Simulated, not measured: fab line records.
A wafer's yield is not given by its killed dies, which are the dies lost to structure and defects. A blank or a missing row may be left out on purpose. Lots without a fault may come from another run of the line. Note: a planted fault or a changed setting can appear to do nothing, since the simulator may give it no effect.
Split-lot experiment :: flow n5-finfet :: on a route of 1938 steps: 7 lots, 39 wafers read

ABOUT THE SPLIT
At N5_BEOL_M5_ETCH_68 (etches SOC in N2/H2, target depth 80 nm, overetch 16 nm, time 120 s), the setting time-s was moved away from the recipe's 120 s on 9 of the 39 wafers read, by -41.9% to -22.3%. This setting was run at the recipe's value on the other wafers.

The reading is taken at the split's own step.

THE READING
SiARC_of_BEOL_M5_COAT_66.thk-nm (the simulator's own value, which no gauge read), in nm, at N5_BEOL_M5_ETCH_68 (etches SOC in N2/H2, target depth 80 nm, overetch 16 nm, time 120 s). The file does not state a usual value for it. Across the 30 wafers here that went through the recipe, the average is 6.5 nm and the standard deviation 0.21 nm.

wafer: L075.1
tool, chamber at the split: rie-diel-05, 2,0,0
time-s as run, s: 120
against the recipe: recipe
SiARC_of_BEOL_M5_COAT_66.thk-nm, nm: 6.6
against lot-mates on the recipe: -

wafer: L075.3
tool, chamber at the split: rie-diel-05, 2,0,0
time-s as run, s: 120
against the recipe: recipe
SiARC_of_BEOL_M5_COAT_66.thk-nm, nm: 6.6
against lot-mates on the recipe: -

wafer: L075.5
tool, chamber at the split: rie-diel-05, 2,0,0
time-s as run, s: 120
against the recipe: recipe
SiARC_of_BEOL_M5_COAT_66.thk-nm, nm: 6.6
against lot-mates on the recipe: -

wafer: L075.2
tool, chamber at the split: rie-diel-05, 3,1
time-s as run, s: 93.29
against the recipe: -22.3%
SiARC_of_BEOL_M5_COAT_66.thk-nm, nm: 7.8
against lot-mates on the recipe: +1.2

wafer: L075.4
tool, chamber at the split: rie-diel-05, 3,1
time-s as run, s: 93.29
against the recipe: -22.3%
SiARC_of_BEOL_M5_COAT_66.thk-nm, nm: 7.8
against lot-mates on the recipe: +1.2

wafer: L075.6
tool, chamber at the split: rie-diel-05, 1
time-s as run, s: 93.29
against the recipe: -22.3%
SiARC_of_BEOL_M5_COAT_66.thk-nm, nm: 7.6
against lot-mates on the recipe: +1.0

wafer: L078.1
tool, chamber at the split: rie-diel-02, 1
time-s as run, s: 120
against the recipe: recipe
SiARC_of_BEOL_M5_COAT_66.thk-nm, nm: 6.4
against lot-mates on the recipe: -

wafer: L078.2
tool, chamber at the split: rie-diel-02, 0
time-s as run, s: 69.72
against the recipe: -41.9%
SiARC_of_BEOL_M5_COAT_66.thk-nm, nm: 9
against lot-mates on the recipe: +2.4

wafer: L078.3
tool, chamber at the split: rie-diel-02, 2
time-s as run, s: 120
against the recipe: recipe
SiARC_of_BEOL_M5_COAT_66.thk-nm, nm: 6.8
against lot-mates on the recipe: -

wafer: L078.4
tool, chamber at the split: rie-diel-02, 3,1
time-s as run, s: 69.72
against the recipe: -41.9%
SiARC_of_BEOL_M5_COAT_66.thk-nm, nm: 8.8
against lot-mates on the recipe: +2.2

wafer: L078.5
tool, chamber at the split: rie-diel-02, 3,1
time-s as run, s: 69.72
against the recipe: -41.9%
SiARC_of_BEOL_M5_COAT_66.thk-nm, nm: 8.8
against lot-mates on the recipe: +2.2

wafer: L078.6
tool, chamber at the split: rie-diel-02, 0
time-s as run, s: 120
against the recipe: recipe
SiARC_of_BEOL_M5_COAT_66.thk-nm, nm: 6.6
against lot-mates on the recipe: -

wafer: L084.1
tool, chamber at the split: rie-diel-03, 3,2,3,2
time-s as run, s: 120
against the recipe: recipe
SiARC_of_BEOL_M5_COAT_66.thk-nm, nm: 6.4
against lot-mates on the recipe: -

wafer: L084.4
tool, chamber at the split: rie-diel-03, 3,2,3,2
time-s as run, s: 120
against the recipe: recipe
SiARC_of_BEOL_M5_COAT_66.thk-nm, nm: 6.4
against lot-mates on the recipe: -

wafer: L084.5
tool, chamber at the split: rie-diel-03, 3,2,3,2
time-s as run, s: 120
against the recipe: recipe
SiARC_of_BEOL_M5_COAT_66.thk-nm, nm: 6.4
against lot-mates on the recipe: -

wafer: L084.6
tool, chamber at the split: rie-diel-03, 3,2,3,2
time-s as run, s: 120
against the recipe: recipe
SiARC_of_BEOL_M5_COAT_66.thk-nm, nm: 6.4
against lot-mates on the recipe: -

wafer: L084.2
tool, chamber at the split: rie-diel-03, 0
time-s as run, s: 120
against the recipe: recipe
SiARC_of_BEOL_M5_COAT_66.thk-nm, nm: 6.2
against lot-mates on the recipe: -

wafer: L084.3
tool, chamber at the split: rie-diel-03, 1
time-s as run, s: 120
against the recipe: recipe
SiARC_of_BEOL_M5_COAT_66.thk-nm, nm: 5.8
against lot-mates on the recipe: -

wafer: L086.3
tool, chamber at the split: rie-diel-02, 0
time-s as run, s: 120
against the recipe: recipe
SiARC_of_BEOL_M5_COAT_66.thk-nm, nm: 6.6
against lot-mates on the recipe: -

wafer: L086.4
tool, chamber at the split: rie-diel-02, 2
time-s as run, s: 120
against the recipe: recipe
SiARC_of_BEOL_M5_COAT_66.thk-nm, nm: 6.8
against lot-mates on the recipe: -

wafer: L086.6
tool, chamber at the split: rie-diel-02, 1
time-s as run, s: 120
against the recipe: recipe
SiARC_of_BEOL_M5_COAT_66.thk-nm, nm: 6.4
against lot-mates on the recipe: -

wafer: L088.1
tool, chamber at the split: rie-diel-05, 3,0,2,2
time-s as run, s: 120
against the recipe: recipe
SiARC_of_BEOL_M5_COAT_66.thk-nm, nm: 6.6
against lot-mates on the recipe: -

wafer: L088.2
tool, chamber at the split: rie-diel-05, 3,0,2,2
time-s as run, s: 120
against the recipe: recipe
SiARC_of_BEOL_M5_COAT_66.thk-nm, nm: 6.6
against lot-mates on the recipe: -

wafer: L088.3
tool, chamber at the split: rie-diel-05, 3,0,2,2
time-s as run, s: 120
against the recipe: recipe
SiARC_of_BEOL_M5_COAT_66.thk-nm, nm: 6.6
against lot-mates on the recipe: -

wafer: L088.5
tool, chamber at the split: rie-diel-05, 3,0,2,2
time-s as run, s: 120
against the recipe: recipe
SiARC_of_BEOL_M5_COAT_66.thk-nm, nm: 6.6
against lot-mates on the recipe: -

wafer: L088.4
tool, chamber at the split: rie-diel-05, 1
time-s as run, s: 120
against the recipe: recipe
SiARC_of_BEOL_M5_COAT_66.thk-nm, nm: 6.2
against lot-mates on the recipe: -

wafer: L088.6
tool, chamber at the split: rie-diel-05, 1
time-s as run, s: 120
against the recipe: recipe
SiARC_of_BEOL_M5_COAT_66.thk-nm, nm: 6.4
against lot-mates on the recipe: -

wafer: L089.1
tool, chamber at the split: rie-diel-05, 2,0,2
time-s as run, s: 120
against the recipe: recipe
SiARC_of_BEOL_M5_COAT_66.thk-nm, nm: 6.6
against lot-mates on the recipe: -

wafer: L089.3
tool, chamber at the split: rie-diel-05, 2,0,2
time-s as run, s: 120
against the recipe: recipe
SiARC_of_BEOL_M5_COAT_66.thk-nm, nm: 6.6
against lot-mates on the recipe: -

wafer: L089.5
tool, chamber at the split: rie-diel-05, 2,0,2
time-s as run, s: 120
against the recipe: recipe
SiARC_of_BEOL_M5_COAT_66.thk-nm, nm: 6.6
against lot-mates on the recipe: -

wafer: L089.2
tool, chamber at the split: rie-diel-05, 3
time-s as run, s: 79.93
against the recipe: -33.4%
SiARC_of_BEOL_M5_COAT_66.thk-nm, nm: 8.4
against lot-mates on the recipe: +1.8

wafer: L089.6
tool, chamber at the split: rie-diel-05, 3
time-s as run, s: 79.93
against the recipe: -33.4%
SiARC_of_BEOL_M5_COAT_66.thk-nm, nm: 8.4
against lot-mates on the recipe: +1.8

wafer: L089.4
tool, chamber at the split: rie-diel-05, 1
time-s as run, s: 79.93
against the recipe: -33.4%
SiARC_of_BEOL_M5_COAT_66.thk-nm, nm: 8.2
against lot-mates on the recipe: +1.6

wafer: L093.1
tool, chamber at the split: rie-diel-03, 0,3,0
time-s as run, s: 120
against the recipe: recipe
SiARC_of_BEOL_M5_COAT_66.thk-nm, nm: 6.2
against lot-mates on the recipe: -

wafer: L093.2
tool, chamber at the split: rie-diel-03, 0,3,0
time-s as run, s: 120
against the recipe: recipe
SiARC_of_BEOL_M5_COAT_66.thk-nm, nm: 6.2
against lot-mates on the recipe: -

wafer: L093.4
tool, chamber at the split: rie-diel-03, 0,3,0
time-s as run, s: 120
against the recipe: recipe
SiARC_of_BEOL_M5_COAT_66.thk-nm, nm: 6.2
against lot-mates on the recipe: -

wafer: L093.3
tool, chamber at the split: rie-diel-03, 2,3,2
time-s as run, s: 120
against the recipe: recipe
SiARC_of_BEOL_M5_COAT_66.thk-nm, nm: 6.4
against lot-mates on the recipe: -

wafer: L093.5
tool, chamber at the split: rie-diel-03, 2,3,2
time-s as run, s: 120
against the recipe: recipe
SiARC_of_BEOL_M5_COAT_66.thk-nm, nm: 6.4
against lot-mates on the recipe: -

wafer: L093.6
tool, chamber at the split: rie-diel-03, 2,3,2
time-s as run, s: 120
against the recipe: recipe
SiARC_of_BEOL_M5_COAT_66.thk-nm, nm: 6.4
against lot-mates on the recipe: -
When a row names more than one chamber, that row covers several wafers, and the file does not tell which wafer ran in which chamber.

THE FIT
A straight line over all 39 wafers: SiARC_of_BEOL_M5_COAT_66.thk-nm changes by -0.0572 nm for each +1% of time-s; r = -0.97; the points scatter about the line by 0.19 nm.
The same after taking each lot's own level away (the mean of its wafers on the recipe; 39 wafers): -0.053 nm for each +1%; r = -0.98; scatter 0.14 nm.
According to that fit, moving time-s by its largest amount changes the reading by 2.2 nm.
Measured against the standard deviation above, the lots' own levels, which go from 6.27 to 6.60 nm, span 1.6 times it.
So the lot-to-lot level changes the slope little: the two slopes agree.
Check: with one of the wafers moved furthest among these (-41.9%) left out of the fit, the line predicts +2.18 nm for it against its lot-mates. Against them it came out at +2.4 nm.

OTHER SPLITS APPLIED TO THESE WAFERS
These wafers also went through other splits before the reading. Each is held against what the fit with the lots' levels taken away leaves over:
other split on the same wafers: N5_FIN_SAQP_HM_DEP_03 time-s
wafers away from the commonest value: 15
r with SiARC_of_BEOL_M5_COAT_66.thk-nm (lot level and that fit taken away): -0.24

other split on the same wafers: N5_MOL_CONTACT_COAG_ETCHBACK_135 target-depth-a
wafers away from the commonest value: 12
r with SiARC_of_BEOL_M5_COAT_66.thk-nm (lot level and that fit taken away): -0.13

other split on the same wafers: N5_BEOL_M1_ILD_DEP_00 time-s
wafers away from the commonest value: 9
r with SiARC_of_BEOL_M5_COAT_66.thk-nm (lot level and that fit taken away): -0.01

other split on the same wafers: N5_BEOL_M2_ALD_84 ald-cycles
wafers away from the commonest value: 18
r with SiARC_of_BEOL_M5_COAT_66.thk-nm (lot level and that fit taken away): +0.10

FILE'S OWN FIT
SiARC_of_BEOL_M5_COAT_66.thk-nm changes by -0.0529 nm for each +1% of time-s, r = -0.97.
